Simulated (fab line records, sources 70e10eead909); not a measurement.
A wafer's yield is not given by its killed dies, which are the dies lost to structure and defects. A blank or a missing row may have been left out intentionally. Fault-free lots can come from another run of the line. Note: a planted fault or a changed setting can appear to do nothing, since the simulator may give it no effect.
Matching of chambers + flow nand_harc + ald_metal-02 running NHARC_A_WL_FILL_ALD_02: 4 sister chambers
The step deposits TiN, target thk 2 nm, pulse time 3 s, ald cycles 100. 8 wafers are shown with their chamber, then 7 later ones without.

== EACH WAFER AND ITS CHAMBER ==
| wafer  | chamber | heater_power_w (W) | precursor_pulse_height_rel |
|--------|---------|--------------------|----------------------------|
| L080.6 | 2       | 1079               | 1.063                      |
| L085.4 | 3       | 1050               | 0.974                      |
| L085.6 | 0       | 1137               | 0.996                      |
| L090.1 | 0       | 1109               | 0.985                      |
| L090.4 | 2       | 1092               | 1.019                      |
| L090.5 | 3       | 978                | 1.015                      |
| L094.4 | 1       | 1225               | 0.972                      |
| L094.5 | 1       | 1252               | 0.981                      |

== WAFERS WITHOUT THEIR CHAMBER ==
| wafer  | heater_power_w (W) | precursor_pulse_height_rel |
|--------|--------------------|----------------------------|
| L094.6 | 1129               | 0.963                      |
| L095.2 | 1109               | 1.034                      |
| L095.3 | 1127               | 1.000                      |
| L095.6 | 1255               | 0.973                      |
| L097.3 | 1135               | 1.016                      |
| L097.4 | 1231               | 0.993                      |
| L097.6 | 1121               | 1.014                      |

== WHICH CHAMBER EACH WENT THROUGH ==
| wafer  | from the rows above     | in truth                   |
|--------|-------------------------|----------------------------|
| L094.6 | 0                       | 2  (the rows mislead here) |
| L095.2 | can't be placed: 2 or 0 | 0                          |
| L095.3 | can't be placed: 0 or 2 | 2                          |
| L095.6 | 1                       | 1                          |
| L097.3 | can't be placed: 0 or 2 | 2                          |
| L097.4 | 1                       | 1                          |
| L097.6 | can't be placed: 0 or 2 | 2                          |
2 of 7 placed correctly. Not placeable from these rows: 4 (in 4, the candidates include the true chamber). Placed wrongly: 1.
How it was worked out, from the rows above alone: a wafer's distance from a chamber is the root of the sum, over the readings, of the square of ((its reading less the chamber's mean) divided by the reading's scatter). If the next closest chamber is less than 2 further off than the closest, the wafer can't be placed; otherwise it belongs to the closest. A chamber's mean is the mean of its shown wafers. The scatter: the root of (the sum of the squares of (reading less its chamber's mean) over the shown wafers, divided by (wafers less chambers)).
